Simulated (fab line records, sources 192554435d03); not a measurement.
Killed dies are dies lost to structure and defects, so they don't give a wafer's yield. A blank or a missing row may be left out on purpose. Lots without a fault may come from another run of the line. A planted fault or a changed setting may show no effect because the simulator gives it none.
Which tool did it? | flow n5_finfet | 9 lots, 27 wafers sampled, at 5 steps of a route of 1938

WHAT THE GAUGES READ, wafer by wafer
N5_BEOL_M12_CD_MEAS_17: target cd 140 nm. Usual: cd_nm 140.5 nm, standard deviation 2.
lot  | measured     | on        | cd_nm (nm)        | flag
L880 | day 10 18:22 | cd_sem-01 | 138.2 139.4 139.9 |
L883 | day 12 00:17 | cd_sem-01 | 140.9 142.3 141.5 |
L887 | day 12 05:20 | cd_sem-03 | 138.9 137.9 140.3 |
L895 | day 14 09:47 | cd_sem-02 | 141.1 142.1 140.7 |
L892 | day 14 09:57 | cd_sem-03 | 140.5 142.3 146.5 |
L898 | day 15 19:17 | cd_sem-03 | 140.7 141.0 137.1 |
L902 | day 16 15:46 | cd_sem-03 | 138.6 142.7 139.1 |
L903 | day 16 19:41 | cd_sem-02 | 142.1 141.5 141.9 |
L901 | day 16 19:56 | cd_sem-02 | 140.4 141.2 141.9 |

N5_BEOL_M12_INSPECT_30: inspects for defects (macro). Usual: raw_defect_count 2.1, standard deviation 1.5.
lot  | measured     | on                | raw_defect_count | flag
L880 | day 10 18:44 | defect_inspect-01 | 3 2 2            |
L883 | day 12 00:47 | defect_inspect-01 | 3 1 3            |
L887 | day 12 05:43 | defect_inspect-01 | >300 5 0         |
L895 | day 14 10:18 | defect_inspect-01 | 1 3 2            |
L892 | day 14 10:28 | defect_inspect-02 | 1 3 1            |
L898 | day 15 19:40 | defect_inspect-02 | 4 1 2            |
L902 | day 16 16:16 | defect_inspect-01 | 7 2 3            |
L903 | day 16 20:11 | defect_inspect-02 | 4 0 1            |
L901 | day 16 20:26 | defect_inspect-01 | 1 3 2            |

WHICH TOOL RAN EACH LOT (tool, then ch and the chambers of the sampled wafers, then the start)
lot  | N5_BEOL_M12_DESCUM_15              | N5_BEOL_M12_VIA_ETCH_16            | N5_BEOL_M12_STRIP_64
L880 | rie_diel-05 ch 0,1,2, day 10 17:52 | rie_diel-05 ch 0,1,2, day 10 17:57 | plasma_asher-02 ch 0,1, day 10 18:13
L883 | rie_diel-05 ch 0,3, day 11 23:47   | rie_diel-05 ch 0,3, day 11 23:52   | plasma_asher-01 ch 0,1, day 12 00:08
L887 | rie_diel-05 ch 1,2,3, day 12 04:50 | rie_diel-05 ch 1,2,3, day 12 04:56 | plasma_asher-01 ch 0,1, day 12 05:11
L895 | rie_diel-04 ch 0,1, day 14 09:18   | rie_diel-04 ch 0,1, day 14 09:23   | plasma_asher-01 ch 0,1, day 14 09:38
L892 | rie_diel-06 ch 0,1,2, day 14 09:28 | rie_diel-06 ch 0,1,2, day 14 09:32 | plasma_asher-01 ch 0,1, day 14 09:48
L898 | rie_diel-04 ch 0,1,3, day 15 18:47 | rie_diel-04 ch 0,1,3, day 15 18:52 | plasma_asher-02 ch 0,1, day 15 19:09
L902 | rie_diel-05 ch 0,1, day 16 15:15   | rie_diel-05 ch 0,1, day 16 15:20   | plasma_asher-02 ch 1, day 16 15:37
L903 | rie_diel-05 ch 0,2,3, day 16 19:11 | rie_diel-05 ch 0,2,3, day 16 19:16 | plasma_asher-01 ch 0,1, day 16 19:32
L901 | rie_diel-05 ch 0,1,3, day 16 19:26 | rie_diel-05 ch 0,1,3, day 16 19:32 | plasma_asher-01 ch 0,1, day 16 19:47
- N5_BEOL_M12_DESCUM_15: chemistry O2, time 7.9 s.
- N5_BEOL_M12_VIA_ETCH_16: etches SiOC in C4F8/O2/Ar, target depth 724.8 nm.
- N5_BEOL_M12_STRIP_64: strips in N2/H2.

WHAT THE TOOLS THEMSELVES READ (means of the sampled wafers that have a number; where no wafer has one, the mark that the record gives instead)
N5_BEOL_M12_DESCUM_15. Usual: bias_power_w 20.00 W, standard deviation 0.065; drypump_motor_current_A 5.8 A, standard deviation 0.5; oes_product_au 0.76 a.u., standard deviation 0.081; rf_vpp_V 243.0 V, standard deviation 1.4; showerhead_plenum_p_Torr 2.07 Torr, standard deviation 0.066; temp_c 40.00 C, standard deviation 0.12; throttle_valve_pct 20.57 %, standard deviation 0.18.
lot  | tool        | bias_power_w (W) | drypump_motor_current_A (A) | oes_product_au (a.u.) | rf_vpp_V (V) | showerhead_plenum_p_Torr (Torr) | temp_c (C) | throttle_valve_pct (%) | flag
L880 | rie_diel-05 | 19.99            | 6.1                         | 0.74                  | 242.9        | 2.04                            | 39.93      | 20.62                  |
L883 | rie_diel-05 | 19.98            | 5.6                         | 0.72                  | 242.6        | 2.07                            | 40.02      | 20.75                  |
L887 | rie_diel-05 | 20.03            | 6.0                         | 0.74                  | 242.6        | 2.04                            | 39.94      | 20.54                  |
L895 | rie_diel-04 | 19.97            | 6.0                         | 0.74                  | 244.1        | 2.15                            | 39.88      | 20.62                  |
L892 | rie_diel-06 | 20.01            | 5.9                         | 0.81                  | 242.4        | 2.03                            | 40.13      | 20.45                  |
L898 | rie_diel-04 | 20.00            | 5.6                         | 0.73                  | 243.8        | 2.08                            | 39.91      | 20.69                  |
L902 | rie_diel-05 | 20.00            | 6.0                         | 0.95                  | 244.6        | 2.16                            | 40.03      | 20.50                  |
L903 | rie_diel-05 | 19.95            | 5.9                         | 0.79                  | 242.8        | 2.06                            | 39.97      | 20.53                  |
L901 | rie_diel-05 | 20.01            | 5.8                         | 0.87                  | 242.8        | 2.11                            | 40.00      | 20.55                  |

N5_BEOL_M12_VIA_ETCH_16. Usual: O2_flow_sccm 8.000 sccm, standard deviation 0.024; drypump_motor_current_A 5.8 A, standard deviation 0.5; oes_product_au 0.69 a.u., standard deviation 0.073; rf_vpp_V 665 V, standard deviation 3.2; showerhead_plenum_p_Torr 3.38 Torr, standard deviation 0.1; throttle_valve_pct 24.29 %, standard deviation 0.19.
lot  | tool        | O2_flow_sccm (sccm) | drypump_motor_current_A (A) | oes_product_au (a.u.) | rf_vpp_V (V) | showerhead_plenum_p_Torr (Torr) | throttle_valve_pct (%) | flag
L880 | rie_diel-05 | 7.992               | 6.1                         | 0.66                  | 664          | 3.32                            | 24.27                  |
L883 | rie_diel-05 | 7.974               | 5.6                         | 0.65                  | 665          | 3.37                            | 24.40                  |
L887 | rie_diel-05 | 8.026               | 6.0                         | 0.66                  | 664          | 3.33                            | 24.22                  |
L895 | rie_diel-04 | 8.008               | 5.9                         | 0.67                  | 668          | 3.51                            | 24.49                  |
L892 | rie_diel-06 | 8.000               | 5.9                         | 0.74                  | 662          | 3.30                            | 24.15                  |
L898 | rie_diel-04 | 7.988               | 5.6                         | 0.66                  | 667          | 3.41                            | 24.53                  |
L902 | rie_diel-05 | 7.972               | 6.0                         | 0.86                  | 669          | 3.50                            | 24.19                  |
L903 | rie_diel-05 | 8.000               | 5.9                         | 0.72                  | 664          | 3.36                            | 24.21                  |
L901 | rie_diel-05 | 8.016               | 5.8                         | 0.78                  | 666          | 3.43                            | 24.24                  |

N5_BEOL_M12_STRIP_64. Usual: drypump_motor_current_A 5.6 A, standard deviation 0.6; heater_power_w 341 W, standard deviation 54; oes_product_au 0.715 a.u., standard deviation 0.0046; strip_time_to_endpoint_s 31.31 s, standard deviation 0.095; temp_c 249.98 C, standard deviation 0.18.
lot  | tool            | drypump_motor_current_A (A) | heater_power_w (W) | oes_product_au (a.u.) | strip_time_to_endpoint_s (s) | temp_c (C) | flag
L880 | plasma_asher-02 | 5.2                         | 393                | 0.717                 | 31.35                        | 249.93     |
L883 | plasma_asher-01 | 5.6                         | 319                | 0.721                 | 31.38                        | 249.89     |
L887 | plasma_asher-01 | 6.0                         | 298                | 0.715                 | 31.42                        | 250.24     |
L895 | plasma_asher-01 | 6.0                         | 294                | 0.713                 | 31.28                        | 250.07     |
L892 | plasma_asher-01 | 6.0                         | 292                | 0.714                 | 31.32                        | 249.92     |
L898 | plasma_asher-02 | 5.2                         | 393                | 0.712                 | 31.25                        | 249.83     |
L902 | plasma_asher-02 | 5.1                         | 429                | 0.716                 | 31.47                        | 249.98     |
L903 | plasma_asher-01 | 5.6                         | 320                | 0.720                 | 31.30                        | 250.09     |
L901 | plasma_asher-01 | 6.0                         | 295                | 0.712                 | 31.15                        | 250.10     |

THE ANSWER, worked out from the rows above alone
Rule: a lot is off if the mean of its wafers that have a number lies more than 3 standard deviations from the usual mean. A lot without any number at a reading at which 4 lots or more have one is off too. The other lots that the step has rows for count as sound. The gauges are gone through in route order, then the tools' own readings, and for those a lot's mean is taken as printed above. The first step at which some lot is off is used, and at that step the reading that is off furthest; a lot without a number counts as furthest.
No lot is off at any reading shown: from this, nothing can be told.

WHAT THE SIMULATOR HAD PUT IN
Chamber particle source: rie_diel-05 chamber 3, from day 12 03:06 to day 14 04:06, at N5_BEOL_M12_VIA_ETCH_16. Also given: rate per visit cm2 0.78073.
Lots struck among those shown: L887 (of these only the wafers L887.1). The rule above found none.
